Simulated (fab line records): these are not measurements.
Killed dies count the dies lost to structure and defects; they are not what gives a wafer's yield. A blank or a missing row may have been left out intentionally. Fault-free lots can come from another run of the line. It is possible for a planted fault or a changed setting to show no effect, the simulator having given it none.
fab line records    flow n5-finfet
record: lots: 6  wafers: 18  last-day: 15
route steps=1938 shown BEOL_M4@1049 PASSIVATION@1936
lots with no fault: from the same line, run without faults
start-h: hours from the record's first day to the start of the lot's first wafer shown    wait-h: hours since the lot's step before    " as in the row above    L1.1+2: several wafers, shown together as one row    - no value, or no start given    * or withheld: withheld    < > ~ a bound
route shown NAME@n: names a module that has steps shown in the file, with the first one's number in the route    usual: mean and standard deviation over wafers with no fault    same: alike in all rows    chamber/n: place in a boat    sites: each site's reading    _std_site: standard deviation across them    _edge_site: outer sites' mean less inner sites'    radius-mm: how far each site lies from the wafer's centre    mask NAME#n: copy n    behind: the most recent tool/chamber to have shaped the wafer    hold: why the lot was held/for how many hours/how that ended    device: transistor that didn't switch, given as n, p or np    end of line: at the end of the route, the tests of the same wafers    a step with no rows: only its recipe    killed: dies lost to structure and defects at the first sort, not the wafer's yield    map: shows each die of a wafer: x if killed, . if not, _ if none is there
set.NAME: the setting as run; set.NAME@STEP: as run at that earlier step    model.NAME: the simulator's own value behind a step, which no gauge read
lots at some steps of the route; a table a step, a row a wafer
services: when a tool's chamber went out of use (start-h, in hours from the record's first day, below 0 if earlier), for how many hours, and the reason
== steps ==
step: N5_BEOL_M4_COAT_76
recipe: resist: underlayer  temp-c: 205  time-s: 60  spin-rpm: 1500  resist-thk-nm: 5
step: N5_BEOL_M4_COAT_22
recipe: resist: CAR-EUV  spin-rpm: 1500  resist-thk-nm: 30
step: N5_BEOL_M4_EBR_24
recipe: solvent: PGMEA  ebr-width-mm: 1.5
step: N5_BEOL_M4_SOFTBAKE_23
recipe: temp-c: 110  time-s: 60  resist: CAR-EUV
step: N5_BEOL_M4_EXPOSE_25
recipe: mask-id: V3  na: 0.33  source-shape: quasar  sigma-inner: 0.2  sigma-outer: 0.8  polarization: unpolarized  defocus-nm: 5  dose-mj: 63
step: N5_BEOL_M4_PEB_26
recipe: peb-temp-c: 100  peb-time-s: 60  resist: CAR-EUV
step: N5_BEOL_M4_DEVELOP_27
recipe: develop-time-s: 30  developer: TMAH  resist: CAR-EUV  rinse-liquid: surfactant-rinse  dry: air-spin  dev-temp-c: 23
step: N5_BEOL_M4_CD_MEAS_28
recipe: target-cd-nm: 26.2  landing-energy-ev: 500  detector: se-inlens  target-cd-y-nm: 24.1  polarity: opening
usual: cd-nm: 26.20/0.25
lot.wafer  tool       chamber  start-h  wait-h  cd-nm
L233.1     cd-sem-02  0        202.12   -       26.46
L233.2     "          0        "        "       25.98
L233.6     "          0        "        "       26.34
L239.2     cd-sem-01  0        238.77   -       26.37
L239.3     "          0        "        "       26.36
L239.5     "          0        "        "       26.13
L238.2     cd-sem-01  0        251.25   -       25.96
L238.3     "          0        "        "       26.59
L238.5     "          0        "        "       26.24
L241.1     cd-sem-02  0        254.67   -       26.29
L241.3     "          0        "        "       25.99
L241.5     "          0        "        "       26.00
L242.2     cd-sem-03  0        261.71   -       25.99
L242.3     "          0        "        "       25.78
L242.4     "          0        "        "       26.12
L243.1     cd-sem-03  0        266.47   -       26.25
L243.4     "          0        "        "       26.50
L243.6     "          0        "        "       26.14
step: N5_BEOL_M4_OVL_MEAS_29
recipe: points-per-wafer: 522
usual: V3_OVL: -0.4/0.69
lot.wafer  tool        chamber  start-h  wait-h  V3_OVL[nm]
L233.1     overlay-01  0        202.15   0.0     -0.1
L233.2     "           0        "        "       -0.5
L233.6     "           0        "        "       -1.2
L239.2     overlay-02  0        238.81   0.0     -0.6
L239.3     "           0        "        "       0.2
L239.5     "           0        "        "       0.4
L238.2     overlay-02  0        251.28   0.0     -1.4
L238.3     "           0        "        "       0.1
L238.5     "           0        "        "       0.4
L241.1     overlay-02  0        254.70   0.0     -0.9
L241.3     "           0        "        "       0.1
L241.5     "           0        "        "       0.4
L242.2     overlay-02  0        261.75   0.0     -0.9
L242.3     "           0        "        "       -0.5
L242.4     "           0        "        "       -0.4
L243.1     overlay-02  0        266.50   0.0     -1.4
L243.4     "           0        "        "       -1.2
L243.6     "           0        "        "       -0.2
step: N5_BEOL_M4_INSPECT_30
recipe: mode: adi  inspect-instrument: brightfield
usual: raw-defect-count: 418/89
lot.wafer  tool               chamber  start-h  wait-h  raw-defect-count
L233.1     defect-inspect-01  -        202.21   0.1     310
L233.2     "                  -        "        "       354
L233.6     "                  -        "        "       264
L239.2     defect-inspect-02  -        238.86   0.0     325
L239.3     "                  -        "        "       421
L239.5     "                  -        "        "       414
L238.2     defect-inspect-02  -        251.33   0.0     438
L238.3     "                  -        "        "       608
L238.5     "                  -        "        "       548
L241.1     defect-inspect-02  -        254.76   0.1     362
L241.3     "                  -        "        "       451
L241.5     "                  -        "        "       520
L242.2     defect-inspect-02  -        261.80   0.0     402
L242.3     "                  -        "        "       393
L242.4     "                  -        "        "       459
L243.1     defect-inspect-02  -        266.56   0.1     323
L243.4     "                  -        "        "       283
L243.6     "                  -        "        "       305
step: N5_BEOL_M4_DESCUM_33
recipe: chemistry: O2  time-s: 7  source-power-w: 50  bias-power-w: 20  pressure-mtorr: 20  rf-frequency-hz: 2.712e+07  temp-c: 40  resist: CAR-EUV  o2-flow-sccm: 225
usual: chamber-pressure-mTorr: 20.000/0.019  drypump-motor-current-A: 5.7/0.36  o2-flow-sccm: 225.0/0.71  oes-product-au: 0.77/0.1  rf-vpp-V: 243.0/1.4  showerhead-plenum-p-Torr: 2.08/0.072  temp-c: 40.01/0.11  throttle-valve-pct: 20.61/0.23
lot.wafer  tool         chamber  start-h  wait-h  chamber-pressure-mTorr  drypump-motor-current-A  o2-flow-sccm  oes-product-au  rf-hours-counter-h  rf-vpp-V  showerhead-plenum-p-Torr  temp-c  throttle-valve-pct
L233.1     rie-diel-06  3        202.24   0.0     20.002                  5.9                      226.0         0.68            260                 243.2     2.05                      39.92   21.05
L233.2     "            2        "        "       20.006                  5.3                      224.9         0.70            222                 241.5     1.98                      40.14   20.66
L233.6     "            1        "        "       19.995                  6.1                      224.3         0.69            -                   243.6     2.14                      39.95   20.74
L239.2     rie-diel-02  1        239.18   0.3     20.016                  5.6                      224.6         0.70            222                 243.9     2.18                      40.14   20.88
L239.3     "            0        "        "       19.984                  5.3                      224.4         0.85            67                  243.7     2.09                      40.08   20.52
L239.5     "            3        "        "       19.969                  5.8                      224.3         0.82            -                   245.7     2.23                      39.96   20.57
L238.2     rie-diel-02  1        251.37   0.0     20.027                  5.5                      225.2         0.70            226                 244.9     2.18                      39.84   20.86
L238.3     "            3        "        "       19.988                  5.7                      225.2         0.81            82                  245.4     2.22                      40.01   20.59
L238.5     "            3        "        "       19.999                  5.7                      226.3         0.80            -                   244.7     2.22                      40.10   20.58
L241.1     rie-diel-06  3        254.79   0.0     19.997                  5.9                      224.6         0.95            10                  241.3     2.04                      40.05   20.61
L241.3     "            0        "        "       20.020                  5.9                      224.1         0.96            14                  243.7     2.11                      39.93   20.13
L241.5     "            0        "        "       20.009                  5.9                      224.3         0.95            -                   243.6     2.11                      40.20   20.13
L242.2     rie-diel-06  3        261.83   0.0     20.002                  5.9                      224.8         0.93            12                  241.6     2.04                      40.12   20.63
L242.3     "            1        "        "       19.969                  6.1                      225.6         0.97            2                   243.2     2.14                      40.07   20.33
L242.4     "            0        "        "       19.994                  6.0                      223.6         0.94            17                  244.1     2.11                      39.96   20.14
L243.1     rie-diel-02  3        266.59   0.0     20.043                  5.7                      225.3         0.79            88                  245.5     2.22                      39.86   20.60
L243.4     "            1        "        "       20.001                  5.6                      224.5         0.69            -                   245.5     2.17                      40.04   20.87
L243.6     "            0        "        "       19.988                  5.3                      224.3         0.84            -                   243.1     2.09                      40.16   20.52
step: N5_BEOL_M4_ETCH_77
recipe: chemistry: N2/H2  target: underlayer  target-depth-a: 65  mask-material: CAR-EUV  time-s: 5.2  ion-energy-ev: 200  pressure-mtorr: 30  source-w: 840  bias-w: 150  n2-flow-sccm: 200  h2-flow-sccm: 200  ends: cleared
usual: bias-w: 150.0/0.42  chamber-pressure-mTorr: 30.00/0.042  drypump-motor-current-A: 5.7/0.35  etch-rf-on-time-s: 5.16/0.15  oes-product-au: 0.66/0.086  rf-vpp-V: 523.6/2.7  showerhead-plenum-p-Torr: 2.53/0.082  throttle-valve-pct: 18.02/0.23
lot.wafer  tool         chamber  start-h  wait-h  bias-w  chamber-pressure-mTorr  drypump-motor-current-A  etch-rf-on-time-s  oes-product-au  rf-hours-counter-h  rf-vpp-V  showerhead-plenum-p-Torr  throttle-valve-pct
L233.1     rie-diel-06  3        202.28   0.0     149.3   29.99                   5.9                      5.41               0.57            260                 521.3     2.50                      18.46
L233.2     "            2        "        "       150.1   29.96                   5.3                      5.18               0.61            222                 521.6     2.41                      18.14
L233.6     "            1        "        "       150.1   30.03                   6.1                      5.30               0.60            -                   525.7     2.60                      18.09
L239.2     rie-diel-02  1        239.21   0.0     151.1   30.01                   5.5                      5.19               0.60            222                 525.4     2.63                      18.15
L239.3     "            0        "        "       150.3   30.00                   5.3                      5.20               0.71            67                  524.1     2.58                      18.08
L239.5     "            3        "        "       149.9   30.00                   5.7                      5.10               0.71            -                   529.7     2.67                      17.82
L238.2     rie-diel-02  1        251.40   0.0     150.6   29.99                   5.5                      5.15               0.60            226                 525.6     2.62                      18.17
L238.3     "            3        "        "       150.1   30.07                   5.7                      5.10               0.70            82                  527.3     2.67                      17.84
L238.5     "            3        "        "       150.2   30.02                   5.7                      5.12               0.70            -                   527.9     2.67                      17.82
L241.1     rie-diel-06  3        254.83   0.0     150.6   30.01                   5.9                      5.23               0.80            10                  522.0     2.49                      17.99
L241.3     "            0        "        "       150.0   29.93                   6.0                      4.87               0.84            14                  522.7     2.57                      17.56
L241.5     "            0        "        "       150.1   29.99                   6.0                      4.88               0.84            -                   524.7     2.57                      17.55
L242.2     rie-diel-06  3        261.87   0.0     150.4   29.93                   5.9                      5.26               0.79            12                  522.0     2.49                      17.99
L242.3     "            1        "        "       150.4   30.00                   6.1                      5.01               0.83            2                   527.5     2.59                      17.67
L242.4     "            0        "        "       149.5   29.97                   5.9                      4.85               0.83            17                  528.4     2.57                      17.57
L243.1     rie-diel-02  3        266.63   0.0     150.2   30.01                   5.8                      5.03               0.70            88                  528.3     2.67                      17.84
L243.4     "            1        "        "       150.0   29.97                   5.6                      5.13               0.59            -                   523.4     2.62                      18.17
L243.6     "            0        "        "       150.1   30.07                   5.3                      5.14               0.71            -                   524.9     2.58                      18.10
step: N5_BEOL_M4_ETCH_69
recipe: chemistry: CF4  target: SiARC  target-depth-a: 156  mask-material: CAR-EUV  time-s: 26  ion-energy-ev: 80  pressure-mtorr: 40  source-w: 545  bias-w: 36  Ar_flow_sccm: 100  cf4-flow-sccm: 100  ends: cleared
usual: bias-w: 36.02/0.11  cf4-flow-sccm: 100.02/0.27  chamber-pressure-mTorr: 40.00/0.037  drypump-motor-current-A: 5.7/0.36  etch-rf-on-time-s: 25.8/0.66  oes-product-au: 0.66/0.085  rf-vpp-V: 183.9/1.2  showerhead-plenum-p-Torr: 2.13/0.065  throttle-valve-pct: 15.80/0.25
lot.wafer  tool         chamber  start-h  wait-h  bias-w  cf4-flow-sccm  chamber-pressure-mTorr  drypump-motor-current-A  etch-rf-on-time-s  oes-product-au  rf-hours-counter-h  rf-vpp-V  showerhead-plenum-p-Torr  throttle-valve-pct  model.CAR-EUV_of_BEOL_M4_COAT_22.thk-nm
L233.1     rie-diel-06  3        202.29   0.0     35.96   100.29         39.92                   5.9                      26.8               0.58            260                 182.7     2.10                      16.26               11
L233.2     "            2        "        "       35.85   99.48          40.02                   5.3                      25.7               0.61            222                 182.0     2.04                      15.87               11
L233.6     "            1        "        "       35.93   100.06         40.06                   6.1                      26.3               0.59            -                   183.1     2.20                      16.00               11
L239.2     rie-diel-02  1        239.23   0.0     36.04   100.11         40.00                   5.5                      25.5               0.61            222                 184.7     2.21                      15.98               11
L239.3     "            0        "        "       35.97   100.28         39.99                   5.3                      26.1               0.71            67                  183.9     2.18                      15.83               11
L239.5     "            3        "        "       36.13   100.15         40.03                   5.8                      25.5               0.71            -                   185.9     2.24                      15.47               10.8
L238.2     rie-diel-02  1        251.42   0.0     -       -              -                       -                        -                  -               -                   -         -                         -                   20.2
L238.3     "            3        "        "       -       -              -                       -                        -                  -               -                   -         -                         -                   20.2
L238.5     "            3        "        "       -       -              -                       -                        -                  -               -                   -         -                         -                   20.2
L241.1     rie-diel-06  3        254.84   0.0     -       -              -                       -                        -                  -               -                   -         -                         -                   20.4
L241.3     "            0        "        "       -       -              -                       -                        -                  -               -                   -         -                         -                   20.4
L241.5     "            0        "        "       -       -              -                       -                        -                  -               -                   -         -                         -                   20.4
L242.2     rie-diel-06  3        261.89   0.0     35.96   99.80          39.98                   5.9                      26.3               0.78            12                  183.9     2.10                      15.75               11
L242.3     "            1        "        "       35.96   100.16         40.04                   6.1                      25.2               0.84            2                   184.4     2.20                      15.53               11
L242.4     "            0        "        "       35.81   100.29         39.89                   5.9                      24.7               0.83            17                  186.0     2.16                      15.28               11
L243.1     rie-diel-02  3        266.65   0.0     36.15   100.28         39.91                   5.8                      25.5               0.69            88                  186.3     2.23                      15.50               11.2
L243.4     "            1        "        "       35.95   99.81          39.99                   5.5                      25.3               0.60            -                   184.8     2.21                      16.02               11.2
L243.6     "            0        "        "       35.93   99.93          40.01                   5.3                      25.8               0.71            -                   183.1     2.18                      15.85               11.2
step: N5_BEOL_M4_ALD_98
recipe: material: SiO2  target-thk-a: 25  temp-c: 100  ald-precursor-family: BDEAS  ald-co-reactant: O2-plasma  pulse-time-s: 1  co-reactant-pulse-time-s: 1  purge-time-s: 2  co-reactant-purge-time-s: 2  ald-cycles: 17  pressure-torr: 2
usual: chamber-pressure-Torr: 2.000/0.0048  heater-power-w: 79/7.9  precursor-pulse-height-rel: 1.000/0.019
lot.wafer  tool        chamber  start-h  wait-h  chamber-pressure-Torr  heater-power-w  precursor-pulse-height-rel
L233.1     ald-sin-02  0        202.38   0.1     1.996                  75              0.989
L233.2     "           2        "        "       2.001                  77              0.998
L233.6     "           3        "        "       2.003                  86              1.020
L239.2     ald-sin-03  0        239.57   0.3     2.005                  98              1.012
L239.3     "           3        "        "       1.999                  87              1.009
L239.5     "           0        "        "       2.001                  97              0.971
L238.2     ald-sin-02  2        252.22   0.8     1.996                  79              0.972
L238.3     "           1        "        "       1.985                  79              0.969
L238.5     "           0        "        "       2.000                  75              1.055
L241.1     ald-sin-03  2        255.38   0.5     2.002                  85              0.980
L241.3     "           1        "        "       1.998                  83              1.004
L241.5     "           0        "        "       1.991                  97              1.006
L242.2     ald-sin-02  0        262.50   0.6     1.998                  78              0.988
L242.3     "           2        "        "       2.004                  78              0.999
L242.4     "           1        "        "       1.999                  80              0.983
L243.1     ald-sin-02  0        266.73   0.1     1.994                  75              1.031
L243.4     "           2        "        "       2.007                  79              1.007
L243.6     "           0        "        "       1.994                  74              0.976
step: N5_BEOL_M4_ETCHBACK_99
recipe: chemistry: CHF3  target: SiO2  target-depth-a: 50  time-s: 10.4  source-w: 215  bias-w: 47  Ar_flow_sccm: 200  CHF3_flow_sccm: 12  ion-energy-ev: 100  pressure-mtorr: 30
usual: chamber-pressure-mTorr: 30.002/0.028  drypump-motor-current-A: 5.7/0.38  oes-product-au: 0.77/0.093  rf-vpp-V: 239/3.4  showerhead-plenum-p-Torr: 2.14/0.062  throttle-valve-pct: 17.29/0.25
lot.wafer  tool         chamber  start-h  wait-h  chamber-pressure-mTorr  drypump-motor-current-A  oes-product-au  rf-hours-counter-h  rf-vpp-V  showerhead-plenum-p-Torr  throttle-valve-pct  model.CAR-EUV_of_BEOL_M4_COAT_22.thk-nm
L233.1     rie-diel-06  3        205.25   2.8     29.979                  5.9                      0.68            261                 238       2.13                      17.82               10.4
L233.2     "            2        "        "       30.003                  5.3                      0.71            223                 238       2.07                      17.48               10.2
L233.6     "            2        "        "       29.956                  5.3                      0.71            -                   239       2.07                      17.45               10.4
L239.2     rie-diel-02  3        241.06   1.4     29.996                  5.8                      0.82            79                  237       2.26                      16.98               10.2
L239.3     "            0        "        "       29.960                  5.3                      0.84            67                  242       2.20                      17.36               10.2
L239.5     "            3        "        "       29.977                  5.7                      0.82            -                   237       2.26                      16.99               10.2
L238.2     rie-diel-06  0        252.35   0.1     29.976                  5.9                      0.35            13                  236       2.19                      16.78               19.4
L238.3     "            2        "        "       29.998                  5.3                      0.27            242                 237       2.06                      17.47               19.4
L238.5     "            3        "        "       30.020                  5.9                      0.36            -                   241       2.12                      17.31               19.4
L241.1     rie-diel-04  3        257.30   1.9     29.997                  5.6                      0.27            228                 245       2.14                      17.45               19.6
L241.3     "            1        "        "       30.020                  5.4                      0.31            84                  241       2.16                      17.05               19.8
L241.5     "            3        "        "       29.998                  5.7                      0.26            -                   245       2.14                      17.45               19.6
L242.2     rie-diel-04  2        262.85   0.3     29.979                  6.4                      0.71            216                 240       2.04                      17.12               10.2
L242.3     "            3        "        "       30.047                  5.6                      0.69            230                 244       2.14                      17.47               10.2
L242.4     "            1        "        "       29.989                  5.4                      0.85            87                  243       2.16                      17.07               10.2
L243.1     rie-diel-06  2        266.85   0.1     29.978                  5.3                      0.70            247                 237       2.06                      17.50               10.4
L243.4     "            0        "        "       29.993                  5.9                      0.95            19                  237       2.18                      16.83               10.4
L243.6     "            2        "        "       29.975                  5.3                      0.70            -                   238       2.06                      17.50               10.6
step: N5_BEOL_M4_ETCH_70
recipe: chemistry: N2/H2  target: SOC  target-depth-a: 800  overetch-a: 240  mask-material: SiARC  temp-c: 40  time-s: 130  ion-energy-ev: 200  pressure-mtorr: 30  source-w: 840  bias-w: 150  n2-flow-sccm: 200  h2-flow-sccm: 200
usual: bias-w: 150.0/0.47  chamber-pressure-mTorr: 29.999/0.029  drypump-motor-current-A: 5.7/0.38  oes-product-au: 0.56/0.063  rf-vpp-V: 523.3/2.4  showerhead-plenum-p-Torr: 2.51/0.08  temp-c: 40.00/0.11  throttle-valve-pct: 17.95/0.22
lot.wafer  tool         chamber  start-h  wait-h  bias-w  chamber-pressure-mTorr  drypump-motor-current-A  oes-product-au  rf-hours-counter-h  rf-vpp-V  showerhead-plenum-p-Torr  temp-c  throttle-valve-pct
L233.1     rie-diel-06  3        205.28   0.0     150.0   29.951                  6.0                      0.50            261                 522.5     2.50                      40.05   18.40
L233.2     "            2        "        "       149.9   29.991                  5.2                      0.53            223                 520.4     2.41                      39.92   18.08
L233.6     "            2        "        "       149.6   30.022                  5.3                      0.52            -                   520.6     2.41                      40.05   18.08
L239.2     rie-diel-02  3        241.10   0.0     149.5   30.009                  5.8                      0.61            79                  528.5     2.67                      39.82   17.78
L239.3     "            0        "        "       149.6   29.996                  5.3                      0.61            67                  526.3     2.58                      39.97   18.03
L239.5     "            3        "        "       149.7   30.006                  5.8                      0.60            -                   527.9     2.67                      39.79   17.76
L238.2     rie-diel-06  0        252.39   0.0     150.2   29.966                  6.0                      0.36            13                  523.6     2.57                      40.02   17.46
L238.3     "            2        "        "       149.6   30.007                  5.3                      0.27            242                 521.0     2.40                      40.14   18.07
L238.5     "            3        "        "       149.9   29.988                  6.0                      0.36            -                   523.5     2.49                      40.14   17.89
L241.1     rie-diel-04  3        257.34   0.0     150.4   30.018                  5.7                      0.26            228                 523.9     2.50                      39.85   18.08
L241.3     "            1        "        "       149.7   30.026                  5.4                      0.31            84                  526.2     2.57                      39.98   17.85
L241.5     "            3        "        "       150.2   29.971                  5.7                      0.27            -                   523.2     2.50                      39.94   18.09
L242.2     rie-diel-04  2        262.88   0.0     150.8   30.022                  6.4                      0.52            216                 519.6     2.42                      40.13   17.87
L242.3     "            3        "        "       150.5   30.003                  5.6                      0.52            230                 522.9     2.50                      39.97   18.12
L242.4     "            1        "        "       150.4   30.007                  5.4                      0.62            87                  524.3     2.56                      40.16   17.91
L243.1     rie-diel-06  2        266.89   0.0     149.9   30.014                  5.3                      0.51            247                 520.5     2.40                      40.09   18.12
L243.4     "            0        "        "       150.4   29.973                  5.9                      0.68            19                  526.6     2.57                      40.04   17.51
L243.6     "            2        "        "       150.2   30.014                  5.3                      0.51            -                   520.5     2.40                      40.03   18.12
step: N5_BEOL_M4_RC_MEAS_101
usual: DIBL_N: 36.3/1.6  DIBL_P: 36.2/2.1  IOFF_N: 0.16/0.031  IOFF_P: 0.21/0.034  ION_N: 673/11  ION_P: 461/7.4  SS_N: 71.6/0.55  SS_P: 73.3/0.66  VT_N: 251/3.2  VT_P: -251/3.5
lot.wafer  tool       chamber  start-h  wait-h  DIBL_N[mV/V]  DIBL_P[mV/V]  IOFF_N[nA/um]  IOFF_P[nA/um]  ION_N[uA/um]  ION_P[uA/um]  SS_N[mV/dec]  SS_P[mV/dec]  VT_N[mV]  VT_P[mV]
L233.1     prober-01  0        210.89   0.0     32.9          32.4          0.12           0.15           676           463           71.4          72.2          254       -253
L233.2     "          0        "        "       35.5          35.3          0.14           0.19           675           462           71.1          73.2          255       -251
L233.6     "          0        "        "       33.6          33.7          0.13           0.16           681           463           71.8          73.3          253       -254
L239.2     prober-02  0        245.59   0.2     35.8          36.0          0.16           0.23           678           469           71.1          72.4          246       -247
L239.3     "          0        "        "       35.2          36.1          0.15           0.23           671           466           71.1          72.8          247       -244
L239.5     "          0        "        "       36.3          37.2          0.17           0.25           685           485           71.4          72.8          249       -243
L242.2     prober-01  0        269.09   0.2     38.2          39.2          0.19           0.24           690           466           72.3          75.1          248       -252
L242.3     "          0        "        "       36.2          36.6          0.15           0.20           673           456           72.1          73.4          249       -250
L242.4     "          0        "        "       36.3          36.1          0.14           0.19           660           457           72.2          73.7          254       -251
L243.1     prober-01  0        273.34   0.0     34.2          33.8          0.11           0.13           659           445           72.0          72.5          257       -261
L243.4     "          0        "        "       35.8          36.2          0.14           0.16           682           460           71.4          73.6          254       -259
L243.6     "          0        "        "       33.2          32.8          0.10           0.13           645           445           71.3          72.1          255       -258
step: N5_PASSIVATION_PROBE_49
usual: defect-limited-yield: 91.5/1.5  killed_at_M0_to_M3: 32/9.4  killed_at_M4_up: 12/5.1  killed-at-contacts: 11/7.4  killed-at-front-end: 41/11  killed-at-other: 3.4/2.5  killed-dies: 100/17  killed-open: 65/14  killed-short: 33/7  sort_bin_5_function: 4.9/0.96  sort_bin_6_memory: 3.1/0.7  sort-n-pass: 1080/17  sort-yield-pct: 91.5/1.5
same: gross-dies: 1180  killed-at-back-side: 0  sort_bin_4_leakage[%]: 0  sort_bin_8_speed[%]: 0
lot.wafer  tool       chamber  start-h  wait-h  defect-limited-yield[%]  killed_at_M0_to_M3  killed_at_M4_up  killed-at-contacts  killed-at-front-end  killed-at-other  killed-dies  killed-open  killed-short  sort_bin_5_function[%]  sort_bin_6_memory[%]  sort-n-pass  sort-yield-pct[%]
L233.1     prober-02  -        305.11   0.0     92.4                     39                  10               6                   34                   1                90           63           27            4.4                     3.0                   1090         92.4
L233.2     prober-02  -        305.16   0.1     88.3                     58                  12               10                  56                   2                138          91           42            7.5                     3.5                   1042         88.3
L233.6     prober-02  -        305.36   0.3     91.6                     53                  9                5                   32                   0                99           74           25            5.1                     3.2                   1081         91.6
killed by level:class
L233.1 FIN_SAQP:geometric-particle:open=12 BEOL_M1:geometric-particle:open=11 STI_FIN_REVEAL:geometric-particle:open=7 BEOL_M0_SAQP:geometric-particle:short=7 FIN_SAQP:geometric-particle:short=6 MOL_CONTACT_COAG:geometric-particle:open=4 BEOL_M0_SAQP:geometric-particle:open=4 BEOL_M2:geometric-particle:open=4
L233.2 FIN_SAQP:geometric-particle:open=20 BEOL_M2:geometric-particle:open=18 STI_FIN_REVEAL:geometric-particle:open=11 BEOL_M0_SAQP:geometric-particle:short=10 BEOL_M0_SAQP:geometric-particle:open=8 MOL_CONTACT_COAG:geometric-particle:open=7 BEOL_M1:geometric-particle:open=7 FIN_SAQP:geometric-particle:short=5
L233.6 BEOL_M2:geometric-particle:open=26 FIN_SAQP:geometric-particle:open=9 STI_FIN_REVEAL:geometric-particle:open=9 BEOL_M0_SAQP:geometric-particle:short=8 BEOL_M0_SAQP:geometric-particle:open=7 BEOL_M1:geometric-particle:open=5 MOL_CONTACT_COAG:geometric-particle:open=4 BEOL_M2:geometric-particle:short=3
== services ==
tool         chamber  start-h  hours  kind
rie-diel-02  -        192.75   0.2    repair
rie-diel-06  0        198.38   -      clean
rie-diel-06  0        198.38   -      consumable-replace:focus-ring
rie-diel-06  0        198.38   20.0   scheduled-down
rie-diel-06  0        198.38   20.0   vent-cycle
ald-sin-02   -        207.28   6.1    pm
rie-diel-04  0        208.52   8.1    repair
rie-diel-06  3        218.47   -      clean
rie-diel-06  3        218.47   -      consumable-replace:focus-ring
rie-diel-06  3        218.47   14.5   scheduled-down
rie-diel-06  3        218.47   14.5   vent-cycle
rie-diel-06  -        224.00   4.3    pm
rie-diel-06  1        232.93   -      clean
rie-diel-06  1        232.93   -      consumable-replace:focus-ring
rie-diel-06  1        232.93   23.5   scheduled-down
rie-diel-06  1        232.93   23.5   vent-cycle
ald-sin-02   3        256.96   3.4    repair
ald-sin-03   3        257.28   54.2   repair
ald-sin-03   0        265.29   12.3   repair
rie-diel-02  2        266.21   11.0   repair
== key ==
first-sign: step: N5_BEOL_M4_ETCH_69  reading: tool-record  direction: missing
effect: step: N5_BEOL_M4_ETCHBACK_99  reading: oes-product-au  direction: down  sigmas: 5  usual: 0.77  struck: 0.30
effect: step: N5_BEOL_M4_ETCH_70  reading: oes-product-au  direction: down  sigmas: 4.2  usual: 0.56  struck: 0.30
model-effect: step: N5_BEOL_M4_ETCH_69  value: CAR-EUV_of_BEOL_M4_COAT_22.thk-nm  without: 11.07  struck: 20.3
model-effect: step: N5_BEOL_M4_ETCHBACK_99  value: CAR-EUV_of_BEOL_M4_COAT_22.thk-nm  without: 10.3  struck: 19.53
met-at N5_BEOL_M4_ETCH_69
struck-wafers L238.2,L238.3,L238.5,L241.1,L241.3,L241.5
rows-end L238.2,L238.3,L238.5,L241.1,L241.3,L241.5
onset-between 239.23 251.42
fault: kind: skipped-step-whole  tool: rie-diel-02,rie-diel-06  chamber: -  onset-h: 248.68  steps: N5_BEOL_M4_ETCH_69  scope: struck-lots-only
rows-end: these wafers met a further fault down the route, and their rows from its step on are left out
